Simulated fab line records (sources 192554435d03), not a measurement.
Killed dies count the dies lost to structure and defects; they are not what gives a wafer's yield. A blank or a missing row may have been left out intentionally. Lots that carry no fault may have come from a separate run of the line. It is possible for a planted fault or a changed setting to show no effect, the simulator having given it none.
Chamber matching | flow n5 finfet | ald sin-02 running N5_FIN_SAQP_ALD_61: 4 sister chambers
The step deposits SiO2, target thk 4 nm, pulse time 1 s, purge time 2 s. 14 wafers are shown with their chamber, then 7 later ones without.

WAFERS, EACH WITH ITS CHAMBER
wafer  | chamber | heater power w (W) | precursor pulse height rel
L075.2 | 3       | 467                | 1.025
L075.4 | 1       | 469                | 1.006
L075.6 | 0       | 406                | 1.012
L077.1 | 3       | 493                | 1.021
L077.4 | 0       | 406                | 0.992
L077.6 | 3       | 484                | 1.040
L083.2 | 3       | 478                | 0.976
L083.4 | 0       | 415                | 0.990
L083.6 | 2       | 488                | 1.000
L087.1 | 0       | 406                | 0.953
L087.4 | 3       | 500                | 1.001
L087.5 | 2       | 497                | 0.988
L091.1 | 3       | 494                | 1.050
L091.5 | 0       | 405                | 1.014

SIGNATURES (means of the wafers above)
reading                    | chamber 0 | chamber 1 | chamber 2 | chamber 3 | scatter within a chamber
heater power w             | 407.60    | 469.00    | 492.50    | 486.00    | 9.21
precursor pulse height rel | 0.99220   | 1.00600   | 0.99400   | 1.01883   | 0.0247
Rule: distance of a wafer from a chamber = root of the sum over the readings of ((wafer's reading minus chamber's mean) / reading's scatter) squared. If the next closest chamber is less than 2 further off than the closest, the wafer can't be placed; otherwise it belongs to the closest. The scatter is the square root of a quotient: the sum, over the shown wafers, of each reading's squared deviation from its chamber's mean, divided by wafers minus chambers.

WAFERS WHOSE CHAMBER IS MISSING
wafer  | heater power w (W) | precursor pulse height rel
L091.6 | 482                | 1.016
L092.1 | 497                | 1.009
L092.3 | 480                | 1.010
L092.4 | 401                | 1.002
L093.1 | 476                | 1.000
L093.4 | 408                | 1.010
L093.6 | 491                | 0.981

WHICH CHAMBER EACH WENT THROUGH
wafer  | from the rows above          | in truth
L091.6 | can't be placed: 3 or 2 or 1 | 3
L092.1 | can't be placed: 2 or 3      | 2
L092.3 | can't be placed: 3 or 1 or 2 | 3
L092.4 | 0                            | 0
L093.1 | can't be placed: 1 or 3 or 2 | 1
L093.4 | 0                            | 0
L093.6 | can't be placed: 2 or 3      | 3
Correctly placed: 2 of 7. Cannot be placed on the basis of these rows: 5; the candidates contain the true chamber in 5. Wrongly placed: 0.
